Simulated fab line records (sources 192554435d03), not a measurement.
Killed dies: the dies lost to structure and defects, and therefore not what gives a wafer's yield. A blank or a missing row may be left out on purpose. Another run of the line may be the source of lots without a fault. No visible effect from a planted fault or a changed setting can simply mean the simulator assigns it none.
Matching of chambers    flow n5-finfet    N5_BEOL_M14_ETCH_67 on rie-diel-04 has 4 sister chambers
The step etches SiARC in CF4, target depth 143 nm, time 238.3 s. 4 wafers are shown with their chamber, then 9 later ones without.

EACH WAFER AND ITS CHAMBER
wafer   chamber  showerhead-plenum-p-Torr (Torr)
L086.1  3        2.07
L086.4  2        2.09
L086.5  0        2.17
L086.6  1        2.04

WAFERS WITHOUT THEIR CHAMBER
wafer   showerhead-plenum-p-Torr (Torr)
L092.1  2.04
L092.2  2.09
L092.3  2.17
L092.4  2.06
L092.5  2.04
L092.6  2.17
L094.1  2.04
L094.4  2.06
L094.5  2.06

CHAMBER TAKEN BY EACH
wafer   from the rows above      in truth
L092.1  1                        1
L092.2  2                        2
L092.3  0                        0
L092.4  can't be placed: 3 or 1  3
L092.5  1                        1
L092.6  0                        0
L094.1  1                        1
L094.4  can't be placed: 3 or 1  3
L094.5  can't be placed: 3 or 1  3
6 of 9 placed correctly. Unplaceable from these rows: 3, with the true chamber sitting among the candidates in 3. Placed wrongly: 0.
How it was worked out, from the rows above alone: a wafer's distance from a chamber is the root of the sum, over the readings, of the square of ((its reading less the chamber's mean) divided by the reading's scatter). If the next closest chamber is less than 2 further off than the closest, the wafer can't be placed; otherwise it belongs to the closest. A chamber's mean is the mean of its shown wafers. The scatter: root of mean squared gap, hidden wafer to nearest shown wafer, with one shown wafer a chamber.
